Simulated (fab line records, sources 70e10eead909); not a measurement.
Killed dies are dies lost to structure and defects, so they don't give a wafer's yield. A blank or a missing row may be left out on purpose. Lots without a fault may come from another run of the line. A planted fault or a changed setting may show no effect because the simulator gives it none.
Chamber matching | flow nand_harc | NHARC_P_GATE_STRIP_101 on rie_diel-01: 4 sister chambers
The step strips in O2, time 20 s. 8 wafers are shown with their chamber, then 10 later ones without.

WAFERS WITH THEIR CHAMBER
wafer  | chamber | showerhead_plenum_p_Torr (Torr) | drypump_motor_current_A (A)
L079.6 | 0       | 3.75                            | 5.8
L083.3 | 1       | 3.62                            | 6.4
L083.4 | 0       | 3.75                            | 5.8
L085.1 | 3       | 3.62                            | 5.8
L085.5 | 3       | 3.62                            | 5.8
L085.6 | 2       | 3.56                            | 5.5
L086.1 | 2       | 3.55                            | 5.5
L086.5 | 1       | 3.62                            | 6.3

WAFERS WITHOUT THEIR CHAMBER
wafer  | showerhead_plenum_p_Torr (Torr) | drypump_motor_current_A (A)
L086.6 | 3.75                            | 5.8
L088.4 | 3.74                            | 5.8
L088.5 | 3.62                            | 5.7
L088.6 | 3.55                            | 5.5
L093.1 | 3.62                            | 6.4
L093.3 | 3.74                            | 5.8
L093.6 | 3.74                            | 5.8
L095.2 | 3.55                            | 5.5
L095.3 | 3.74                            | 5.8
L095.5 | 3.55                            | 5.5

WHICH CHAMBER EACH WENT THROUGH
wafer  | from the rows above | in truth
L086.6 | 0                   | 0
L088.4 | 0                   | 0
L088.5 | 3                   | 3
L088.6 | 2                   | 2
L093.1 | 1                   | 1
L093.3 | 0                   | 0
L093.6 | 0                   | 0
L095.2 | 2                   | 2
L095.3 | 0                   | 0
L095.5 | 2                   | 2
Placed correctly: 10 of 10. Can't be placed from these rows: 0. Placed wrongly: 0.
How it was worked out, from the rows above alone: a wafer's distance from a chamber is the root of the sum, over the readings, of the square of ((its reading less the chamber's mean) divided by the reading's scatter). The wafer belongs to the nearest chamber; if the next one is less than 2 further off, it can't be placed. A chamber's mean is the mean of its shown wafers. The scatter: the root of (the sum of the squares of (reading less its chamber's mean) over the shown wafers, divided by (wafers less chambers)).
